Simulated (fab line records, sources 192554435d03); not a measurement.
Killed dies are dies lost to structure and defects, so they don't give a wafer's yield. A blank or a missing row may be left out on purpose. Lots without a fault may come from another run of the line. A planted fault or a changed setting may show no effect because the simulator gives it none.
Chamber matching | flow n5_finfet | N5_BEOL_M0_SAQP_SPACER1_ETCHBACK_99 on rie_diel-01: 4 sister chambers
The step etches SiO2 in CHF3/O2, target depth 15.4 nm, time 7.7 s. 14 wafers are shown with their chamber, then 7 later ones without.

WAFERS WITH THEIR CHAMBER
wafer  | chamber | drypump_motor_current_A (A) | showerhead_plenum_p_Torr (Torr) | rf_vpp_V (V)
L075.1 | 2       | 5.9                         | 2.35                            | 515
L075.4 | 3       | 5.7                         | 2.40                            | 524
L075.6 | 0       | 5.3                         | 2.44                            | 508
L077.2 | 3       | 5.7                         | 2.40                            | 523
L077.3 | 2       | 5.9                         | 2.35                            | 512
L077.4 | 1       | 6.5                         | 2.30                            | 517
L085.3 | 3       | 5.7                         | 2.39                            | 523
L085.4 | 0       | 5.3                         | 2.44                            | 508
L085.5 | 2       | 5.8                         | 2.34                            | 513
L088.1 | 1       | 6.4                         | 2.29                            | 518
L088.2 | 3       | 5.7                         | 2.39                            | 524
L088.4 | 2       | 5.9                         | 2.34                            | 514
L091.1 | 3       | 5.7                         | 2.39                            | 522
L091.2 | 2       | 5.9                         | 2.34                            | 513

SIGNATURES (means of the wafers above)
reading                  | chamber 0 | chamber 1 | chamber 2 | chamber 3 | scatter within a chamber
drypump_motor_current_A  | 5.300     | 6.450     | 5.880     | 5.700     | 0.0361
showerhead_plenum_p_Torr | 2.4400    | 2.2950    | 2.3440    | 2.3940    | 0.00539
rf_vpp_V                 | 508.00    | 517.50    | 513.40    | 523.20    | 0.922
Rule: a wafer's distance from a chamber is the root of the sum, over the readings, of the square of ((its reading less the chamber's mean) divided by the reading's scatter). The wafer belongs to the nearest chamber; if the next one is less than 2 further off, it can't be placed. The scatter: the root of (the sum of the squares of (reading less its chamber's mean) over the shown wafers, divided by (wafers less chambers)).

WAFERS WITHOUT THEIR CHAMBER
wafer  | drypump_motor_current_A (A) | showerhead_plenum_p_Torr (Torr) | rf_vpp_V (V)
L091.4 | 6.4                         | 2.29                            | 518
L094.1 | 5.3                         | 2.43                            | 508
L094.3 | 6.4                         | 2.29                            | 517
L094.4 | 6.4                         | 2.29                            | 517
L097.3 | 6.4                         | 2.28                            | 518
L097.5 | 6.4                         | 2.28                            | 517
L097.6 | 5.9                         | 2.33                            | 513

WHICH CHAMBER EACH WENT THROUGH
wafer  | from the rows above | in truth
L091.4 | 1                   | 1
L094.1 | 0                   | 0
L094.3 | 1                   | 1
L094.4 | 1                   | 1
L097.3 | 1                   | 1
L097.5 | 1                   | 1
L097.6 | 2                   | 2
Placed correctly: 7 of 7. Can't be placed from these rows: 0. Placed wrongly: 0.
